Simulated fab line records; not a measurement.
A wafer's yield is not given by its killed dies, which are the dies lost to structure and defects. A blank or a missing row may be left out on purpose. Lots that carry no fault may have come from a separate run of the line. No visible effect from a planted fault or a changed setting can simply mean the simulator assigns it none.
Matching of chambers | flow nand-harc | NHARC_P_STI_CMP_21 on cmp-03: 4 sister chambers
The step polishes, t overpolish 20 s, target thk 380.67 nm. 14 wafers are shown with their chamber, then 7 later ones without.

WAFERS, EACH WITH ITS CHAMBER
wafer  | chamber | slurry-flow-ml-min | motor-current-A (A) | edge-zone-pressure-frac
L622.3 | 1       | 150.1              | 12.0                | 0.992
L622.4 | 2       | 148.8              | 10.7                | 0.997
L622.5 | 1       | 149.9              | 11.4                | 0.989
L630.4 | 1       | 150.1              | 11.9                | 1.002
L630.5 | 0       | 150.1              | 11.1                | 0.992
L630.6 | 1       | 150.1              | 11.1                | 1.013
L632.2 | 1       | 150.4              | 11.3                | 0.992
L632.4 | 0       | 151.1              | 11.1                | 0.986
L632.6 | 3       | 149.5              | 11.5                | 1.007
L634.2 | 0       | 149.7              | 11.7                | 0.998
L634.3 | 3       | 149.7              | 11.1                | 0.997
L634.4 | 1       | 149.4              | 11.6                | 1.007
L636.2 | 0       | 150.3              | 11.0                | 1.002
L636.4 | 3       | 150.6              | 11.0                | 1.003

SIGNATURES (means of the wafers above)
reading                 | chamber 0 | chamber 1 | chamber 2 | chamber 3 | scatter within a chamber
slurry-flow-ml-min      | 150.300   | 150.000   | 148.800   | 149.933   | 0.478
motor-current-A         | 11.225    | 11.550    | 10.700    | 11.200    | 0.326
edge-zone-pressure-frac | 0.99450   | 0.99917   | 0.99700   | 1.00233   | 0.00815
Rule: a wafer's distance from a chamber is the root of the sum, over the readings, of the square of ((its reading less the chamber's mean) divided by the reading's scatter). The wafer belongs to the nearest chamber; if the next one is less than 2 further off, it can't be placed. The scatter: the root of (the sum of the squares of (reading less its chamber's mean) over the shown wafers, divided by (wafers less chambers)).

WAFERS WHOSE CHAMBER IS MISSING
wafer  | slurry-flow-ml-min | motor-current-A (A) | edge-zone-pressure-frac
L636.5 | 150.1              | 10.7                | 1.004
L637.1 | 150.1              | 10.3                | 0.997
L637.2 | 149.1              | 11.9                | 1.002
L637.3 | 150.7              | 11.1                | 1.001
L639.3 | 150.3              | 11.1                | 1.002
L639.4 | 149.3              | 10.7                | 1.007
L639.6 | 150.0              | 10.8                | 0.999

WHICH CHAMBER EACH WENT THROUGH
wafer  | from the rows above               | in truth
L636.5 | can't be placed: 3 or 0 or 1 or 2 | 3
L637.1 | can't be placed: 3 or 0 or 2 or 1 | 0
L637.2 | can't be placed: 1 or 3 or 0 or 2 | 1
L637.3 | can't be placed: 0 or 3 or 1      | 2
L639.3 | can't be placed: 3 or 0 or 1      | 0
L639.4 | can't be placed: 2 or 3 or 0 or 1 | 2
L639.6 | can't be placed: 3 or 0 or 1 or 2 | 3
Correct placement for 0 of the 7. Unplaceable from these rows: 7, with the true chamber sitting among the candidates in 6. Placed wrongly: 0.
